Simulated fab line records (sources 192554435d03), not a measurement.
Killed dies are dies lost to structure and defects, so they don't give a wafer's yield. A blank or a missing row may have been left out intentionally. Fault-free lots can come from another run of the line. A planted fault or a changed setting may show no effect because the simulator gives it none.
Lot-split experiment ; flow n5 finfet ; 21 wafers read from 7 lots, route of 1938 steps

== ABOUT THE SPLIT ==
At N5_BEOL_M0_SAQP_ETCH_107 (etches SiNx in CH3F/O2, target depth 30 nm), the setting bias w was moved away from the recipe's 73 W on 8 of the 21 wafers read, by -15.5% to +14.0%. This setting was run at the recipe's value on the other wafers.

The reading comes from the split's own step.

== THE READING ==
rf vpp V, in V, at N5_BEOL_M0_SAQP_ETCH_107 (etches SiNx in CH3F/O2, target depth 30 nm). Typical for fault-free wafers on this fab line: 298 V, with standard deviation 3.3 V.

wafer;tool, chamber at the split;bias w as run, W;against the recipe;rf vpp V, V;against lot-mates on the recipe
L076.1;rie diel-03, 3;69.56;-4.7%;291;-10
L076.4;rie diel-03, 1;69.56;-4.7%;285;-16
L076.5;rie diel-03, 2;73;recipe;301;-
L081.3;rie diel-01, 2;73;recipe;303;-
L081.4;rie diel-01, 0;73;recipe;292;-
L081.5;rie diel-01, 3;73;recipe;295;-
L080.1;rie diel-03, 2;61.72;-15.5%;264;-35
L080.2;rie diel-03, 1;73;recipe;297;-
L080.4;rie diel-03, 0;73;recipe;301;-
L090.4;rie diel-02, 3;73;recipe;297;-
L090.5;rie diel-02, 1;73;recipe;295;-
L090.6;rie diel-02, 2;73;recipe;299;-
L091.2;rie diel-03, 2;73;recipe;301;-
L091.3;rie diel-03, 0;73;recipe;300;-
L091.6;rie diel-03, 2;63.82;-12.6%;271;-30
L092.2;rie diel-03, 0;83.21;+14.0%;332;+33
L092.4;rie diel-03, 2;73;recipe;299;-
L092.5;rie diel-03, 3;83.21;+14.0%;336;+37
L097.2;rie diel-01, 1;78.91;+8.1%;313;+11
L097.3;rie diel-01, 2;73;recipe;302;-
L097.4;rie diel-01, 0;78.91;+8.1%;312;+10

THE FIT
A straight line over all 21 wafers: rf vpp V changes by +2.28 V for each +1% of bias w; r = +0.98; the points scatter about the line by 3.4 V.
The same after taking each lot's own level away (the mean of its wafers on the recipe; 21 wafers): +2.27 V for each +1%; r = +0.98; scatter 3.7 V.
According to that fit, moving bias w by its largest amount changes the reading by 35 V.
Measured against the standard deviation above, the lots' own levels, which go from 296.7 to 302.0 V, span 1.6 times it.
The two slopes are in agreement: the lot-to-lot level therefore moves the slope only a little.
Check: -36.1 V against its lot-mates is what the line predicts for one of the wafers moved furthest among these (-15.5%) when that wafer is left out of the fit. It came out at -35 V against them.
Tool readings at the split's step, against how far the setting was moved: rf vpp V r = +0.98.

== THE OTHER SPLITS THESE WAFERS WENT THROUGH ==
Note: prior to the reading, these wafers also went through further splits. Each is held against what the fit with the lots' levels taken away leaves over:
other split on the same wafers;wafers away from the commonest value;r with rf vpp V (lot level and that fit taken away)
N5_MOL_CONTACT_COAG_EXPOSE_05 dose mj;8;+0.19
N5_MOL_CONTACT_COAG_EXPOSE_37 dose mj;5;+0.43

== THE WHOLE CHAIN: every reading that the file lists as answering this split, in the file's order ==
step;what it does;reading;change (the file's fit);r (the file's)
N5_BEOL_M0_SAQP_ETCH_107;etches SiNx in CH3F/O2, target depth 30 nm;rf vpp V;+2.25 V for each +1% of the setting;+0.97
N5_BEOL_M0_SAQP_ETCH_107;etches SiNx in CH3F/O2, target depth 30 nm;BEOL_M0_SAQP.feature depth nm (the simulator's own value, which no gauge read);+0.121 nm for each +1% of the setting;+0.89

== THE FILE'S OWN FIT ==
rf vpp V changes by +2.25 V for each +1% of bias w, r = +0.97.
